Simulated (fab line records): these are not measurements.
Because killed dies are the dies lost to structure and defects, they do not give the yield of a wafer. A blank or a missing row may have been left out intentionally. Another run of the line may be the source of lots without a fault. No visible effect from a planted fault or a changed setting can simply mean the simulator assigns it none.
Matching of chambers ; flow n5-finfet ; rie-diel-06 running N5_BEOL_M2_STRIP_36: 4 sister chambers
The step strips in N2/H2. 22 wafers are shown with their chamber, then 11 later ones without.

== WAFERS, EACH WITH ITS CHAMBER ==
wafer;chamber;showerhead-plenum-p-Torr (Torr);drypump-motor-current-A (A);throttle-valve-pct (%)
L075.2;3;2.48;6.3;23.37
L075.4;0;2.68;5.6;23.53
L075.5;3;2.48;6.3;23.35
L076.1;3;2.48;6.4;23.36
L076.4;0;2.68;5.6;23.51
L076.6;3;2.48;6.3;23.37
L080.1;1;2.71;6.3;23.85
L080.3;0;2.68;5.6;23.54
L080.4;3;2.48;6.3;23.36
L081.2;2;2.52;5.9;23.99
L081.3;3;2.48;6.3;23.40
L081.4;1;2.71;6.4;23.82
L087.3;3;2.47;6.3;23.41
L087.4;1;2.70;6.3;23.84
L087.6;0;2.67;5.6;23.57
L086.4;1;2.70;6.4;23.82
L086.5;3;2.47;6.3;23.40
L086.6;0;2.67;5.6;23.59
L088.1;2;2.51;5.9;24.01
L088.2;1;2.70;6.3;23.88
L088.4;0;2.67;5.6;23.54
L090.1;1;2.70;6.3;23.88

SIGNATURES (means of the wafers above)
reading;chamber 0;chamber 1;chamber 2;chamber 3;scatter within a chamber
showerhead-plenum-p-Torr;2.6750;2.7033;2.5150;2.4775;0.00518
drypump-motor-current-A;5.600;6.333;5.900;6.312;0.035
throttle-valve-pct;23.5467;23.8483;24.0000;23.3775;0.0253
Rule: a wafer lies at a distance from a chamber equal to the root of the sum of squares, over the readings, of (its reading less the chamber's mean, divided by the reading's scatter). If the next closest chamber is less than 2 further off than the closest, the wafer can't be placed; otherwise it belongs to the closest. How the scatter is found: for the shown wafers, subtract from each reading the mean of its chamber, square and add these, divide the total by (wafers less chambers), then take the root.

== WAFERS WITHOUT THEIR CHAMBER ==
wafer;showerhead-plenum-p-Torr (Torr);drypump-motor-current-A (A);throttle-valve-pct (%)
L090.3;2.51;5.9;23.99
L090.6;2.47;6.3;23.42
L094.2;2.51;5.9;24.01
L094.5;2.70;6.2;23.88
L094.6;2.51;5.9;24.04
L095.2;2.70;6.3;23.87
L095.4;2.47;6.3;23.44
L095.6;2.66;5.6;23.57
L097.1;2.46;6.3;23.46
L097.2;2.51;5.9;24.04
L097.5;2.69;6.4;23.89

== WHICH CHAMBER EACH ONE RAN IN ==
wafer;from the rows above;in truth
L090.3;2;2
L090.6;3;3
L094.2;2;2
L094.5;1;1
L094.6;2;2
L095.2;1;1
L095.4;3;3
L095.6;0;0
L097.1;3;3
L097.2;2;2
L097.5;1;1
Placed correctly: 11 of 11. Not placeable from these rows: 0. 0 placed wrongly.
